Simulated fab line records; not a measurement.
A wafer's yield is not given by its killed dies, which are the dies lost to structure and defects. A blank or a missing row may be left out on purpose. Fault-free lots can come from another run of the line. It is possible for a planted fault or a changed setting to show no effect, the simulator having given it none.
Which tool was responsible? || flow n5 finfet || 10 lots, 30 wafers sampled, at 5 steps of a route of 1938

== WHAT THE GAUGES READ, wafer by wafer ==
N5_BEOL_M4_THK_MEAS_01.
{"lot": "L322", "measured": "day 8 15:49", "on": "film metro-01", "M4_ILD_THK (nm)": "78.8 80.6 80.2"}
{"lot": "L323", "measured": "day 8 18:50", "on": "film metro-01", "M4_ILD_THK (nm)": "80.7 78.7 80.8"}
{"lot": "L325", "measured": "day 9 21:17", "on": "film metro-01", "M4_ILD_THK (nm)": "78.3 80.3 78.5"}
{"lot": "L328", "measured": "day 10 14:07", "on": "film metro-02", "M4_ILD_THK (nm)": "86.1 79.6 87.0"}
{"lot": "L331", "measured": "day 11 07:14", "on": "film metro-02", "M4_ILD_THK (nm)": "86.0 79.1 81.9"}
{"lot": "L336", "measured": "day 14 08:56", "on": "film metro-01", "M4_ILD_THK (nm)": "78.1 78.8 81.5"}
{"lot": "L339", "measured": "day 14 09:17", "on": "film metro-01", "M4_ILD_THK (nm)": "78.7 79.8 79.5"}
{"lot": "L341", "measured": "day 14 18:24", "on": "film metro-01", "M4_ILD_THK (nm)": "77.3 78.2 78.1"}
{"lot": "L344", "measured": "day 14 21:51", "on": "film metro-01", "M4_ILD_THK (nm)": "78.8 80.2 79.9"}
{"lot": "L345", "measured": "day 15 02:26", "on": "film metro-02", "M4_ILD_THK (nm)": "79.0 79.6 80.3"}

== EACH LOT AND THE TOOL THAT RAN IT (in order: tool; ch and the chambers of the sampled wafers; start) ==
{"lot": "L322", "N5_BEOL_M3_ANNEAL_91": "pvd sputter-03, day 8 14:03", "N5_BEOL_M3_SPUTTER_96": "pvd sputter-03, day 8 14:38", "N5_BEOL_M3_DEP_57": "pecvd-02 ch 0,1, day 8 15:37", "N5_BEOL_M4_ILD_DEP_00": "pecvd-01 ch 0,1,2, day 8 15:44"}
{"lot": "L323", "N5_BEOL_M3_ANNEAL_91": "pvd sputter-02, day 8 17:04", "N5_BEOL_M3_SPUTTER_96": "pvd sputter-02, day 8 17:39", "N5_BEOL_M3_DEP_57": "pecvd-02 ch 0,1, day 8 18:38", "N5_BEOL_M4_ILD_DEP_00": "pecvd-01 ch 0,1, day 8 18:46"}
{"lot": "L325", "N5_BEOL_M3_ANNEAL_91": "pvd sputter-02, day 9 19:30", "N5_BEOL_M3_SPUTTER_96": "pvd sputter-02, day 9 20:05", "N5_BEOL_M3_DEP_57": "pecvd-01 ch 0,1,2, day 9 21:05", "N5_BEOL_M4_ILD_DEP_00": "pecvd-03 ch 0,1, day 9 21:13"}
{"lot": "L328", "N5_BEOL_M3_ANNEAL_91": "pvd sputter-03, day 10 12:22", "N5_BEOL_M3_SPUTTER_96": "pvd sputter-03, day 10 12:56", "N5_BEOL_M3_DEP_57": "pecvd-04 ch 0,1, day 10 13:55", "N5_BEOL_M4_ILD_DEP_00": "pecvd-01 ch 0,1, day 10 14:03"}
{"lot": "L331", "N5_BEOL_M3_ANNEAL_91": "pvd sputter-02, day 11 05:28", "N5_BEOL_M3_SPUTTER_96": "pvd sputter-02, day 11 06:02", "N5_BEOL_M3_DEP_57": "pecvd-04 ch 0,1, day 11 07:02", "N5_BEOL_M4_ILD_DEP_00": "pecvd-01 ch 0,1,2, day 11 07:10"}
{"lot": "L336", "N5_BEOL_M3_ANNEAL_91": "pvd sputter-03, day 14 06:11", "N5_BEOL_M3_SPUTTER_96": "pvd sputter-03, day 14 06:46", "N5_BEOL_M3_DEP_57": "pecvd-02 ch 1,2, day 14 08:44", "N5_BEOL_M4_ILD_DEP_00": "pecvd-01 ch 0,1,2, day 14 08:52"}
{"lot": "L339", "N5_BEOL_M3_ANNEAL_91": "pvd sputter-01, day 14 07:24", "N5_BEOL_M3_SPUTTER_96": "pvd sputter-01, day 14 07:59", "N5_BEOL_M3_DEP_57": "pecvd-04 ch 0,1,2, day 14 09:05", "N5_BEOL_M4_ILD_DEP_00": "pecvd-01 ch 0,1, day 14 09:13"}
{"lot": "L341", "N5_BEOL_M3_ANNEAL_91": "pvd sputter-03, day 14 16:38", "N5_BEOL_M3_SPUTTER_96": "pvd sputter-03, day 14 17:13", "N5_BEOL_M3_DEP_57": "pecvd-04 ch 1,2, day 14 18:12", "N5_BEOL_M4_ILD_DEP_00": "pecvd-01 ch 1,2, day 14 18:20"}
{"lot": "L344", "N5_BEOL_M3_ANNEAL_91": "pvd sputter-01, day 14 20:02", "N5_BEOL_M3_SPUTTER_96": "pvd sputter-01, day 14 20:37", "N5_BEOL_M3_DEP_57": "pecvd-01 ch 1,2, day 14 21:39", "N5_BEOL_M4_ILD_DEP_00": "pecvd-01 ch 0,1, day 14 21:47"}
{"lot": "L345", "N5_BEOL_M3_ANNEAL_91": "pvd sputter-02, day 14 23:12", "N5_BEOL_M3_SPUTTER_96": "pvd sputter-02, day 14 23:47", "N5_BEOL_M3_DEP_57": "pecvd-01 ch 0,1,2, day 15 02:14", "N5_BEOL_M4_ILD_DEP_00": "pecvd-02 ch 0,2, day 15 02:22"}
- N5_BEOL_M3_ANNEAL_91: time 240 s.
- N5_BEOL_M3_SPUTTER_96: material Cu, target thk 4.5 nm, time 8.29 s.
- N5_BEOL_M3_DEP_57: deposits SiCN from 3MS/NH3, target thk 8 nm, time 14 s.
- N5_BEOL_M4_ILD_DEP_00: deposits SiOC from DEMS/O2, target thk 79 nm, time 15.3 s.

== THE ANSWER, worked out from the rows above alone ==
Rule: usual is defined by the lots themselves. The widest of any qualifying gaps counts: lots, ordered by their means at a reading, are off when they make up no more than a third of the lots, leave a main group of 4 or more, and stand apart from it by 3 or more times the standard deviation of that group's means. If all means in a main group match to the digits the tables above print for the reading, that group is not used. A lot without any number at a reading at which 4 lots or more have one is off too. All remaining lots with rows at the step are treated as sound.
Off: L328, L331, at N5_BEOL_M4_THK_MEAS_01 (M4_ILD_THK). The main group: mean 79.4 nm, standard deviation 0.64.
A tool fits if, at a process step before that reading, it ran every lot that is off, and no sound lot after the first of them. Gauges at N5_BEOL_M4_THK_MEAS_01: tried the same way as those tools. None of those tried fits.

== WHAT THE SIMULATOR HAD PUT IN ==
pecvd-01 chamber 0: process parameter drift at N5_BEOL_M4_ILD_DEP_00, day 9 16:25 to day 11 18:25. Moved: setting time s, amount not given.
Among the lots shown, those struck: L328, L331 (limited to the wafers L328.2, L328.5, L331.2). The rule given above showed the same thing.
